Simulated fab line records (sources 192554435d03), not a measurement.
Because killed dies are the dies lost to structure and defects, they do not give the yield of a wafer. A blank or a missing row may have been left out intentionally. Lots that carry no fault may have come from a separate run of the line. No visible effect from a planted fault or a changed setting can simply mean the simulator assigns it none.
Chamber matching	flow n5Finfet	4 sister chambers for N5_SDB_ETCH_18 on rieDiel-01
The step etches SOC in N2/H2, target depth 100 nm, overetch 20 nm, time 150 s. 24 wafers are shown with their chamber, then 12 later ones without.

WAFERS PAIRED WITH THEIR CHAMBERS
wafer	chamber	drypumpMotorCurrentA (A)	throttleValvePct (%)	oesProductAu (a.u.)
L074.4	1	6.0	17.65	0.61
L074.5	1	5.9	17.65	0.61
L074.6	0	5.5	17.92	0.64
L075.1	1	5.9	17.66	0.61
L075.2	2	5.2	18.07	0.64
L075.4	0	5.5	17.92	0.64
L082.2	2	5.2	18.09	0.63
L082.3	3	6.0	17.68	0.71
L082.4	1	5.9	17.68	0.60
L083.1	3	6.0	17.67	0.71
L083.4	0	5.5	17.96	0.63
L083.6	2	5.1	18.11	0.63
L084.3	2	5.2	18.10	0.63
L084.5	3	5.9	17.70	0.70
L084.6	2	5.2	18.10	0.63
L085.4	0	5.4	17.97	0.62
L085.5	1	5.9	17.26	0.85
L085.6	0	5.5	17.96	0.62
L086.1	1	5.9	17.28	0.85
L086.4	3	6.0	17.71	0.69
L086.5	1	5.9	17.25	0.86
L087.1	2	5.2	18.11	0.63
L087.3	3	6.0	17.72	0.70
L087.6	2	5.2	18.14	0.63

SIGNATURES, as means of the wafers listed above
reading	chamber 0	chamber 1	chamber 2	chamber 3	scatter within a chamber
drypumpMotorCurrentA	5.480	5.914	5.186	5.980	0.0407
throttleValvePct	17.9460	17.4900	18.1029	17.6960	0.118
oesProductAu	0.6300	0.7129	0.6314	0.7020	0.0723
Rule: for each reading, subtract the chamber's mean from the wafer's reading, divide by that reading's scatter and square the result; add these up over the readings and take the root, which gives the wafer's distance from the chamber. If the next closest chamber is less than 2 further off than the closest, the wafer can't be placed; otherwise it belongs to the closest. The scatter is the square root of a quotient: the sum, over the shown wafers, of each reading's squared deviation from its chamber's mean, divided by wafers minus chambers.

WAFERS WITH NO CHAMBER GIVEN
wafer	drypumpMotorCurrentA (A)	throttleValvePct (%)	oesProductAu (a.u.)
L089.1	6.0	17.73	0.69
L089.4	5.1	18.14	0.63
L089.6	6.0	17.71	0.70
L090.2	5.5	17.99	0.61
L090.3	5.9	17.26	0.83
L090.4	5.2	18.14	0.62
L092.1	6.0	17.73	0.68
L092.2	5.9	17.26	0.81
L092.5	6.0	17.73	0.69
L094.2	6.0	17.72	0.68
L094.4	5.2	18.14	0.61
L094.5	5.9	17.29	0.80

EACH ONE'S CHAMBER
wafer	from the rows above	in truth
L089.1	3	3
L089.4	2	2
L089.6	3	3
L090.2	0	0
L090.3	can't be placed: 1 or 3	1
L090.4	2	2
L092.1	3	3
L092.2	1	1
L092.5	3	3
L094.2	3	3
L094.4	2	2
L094.5	1	1
11 of 12 placed correctly. Can't be placed from these rows: 1 (the true chamber is among the candidates in 1). Wrongly placed: 0.
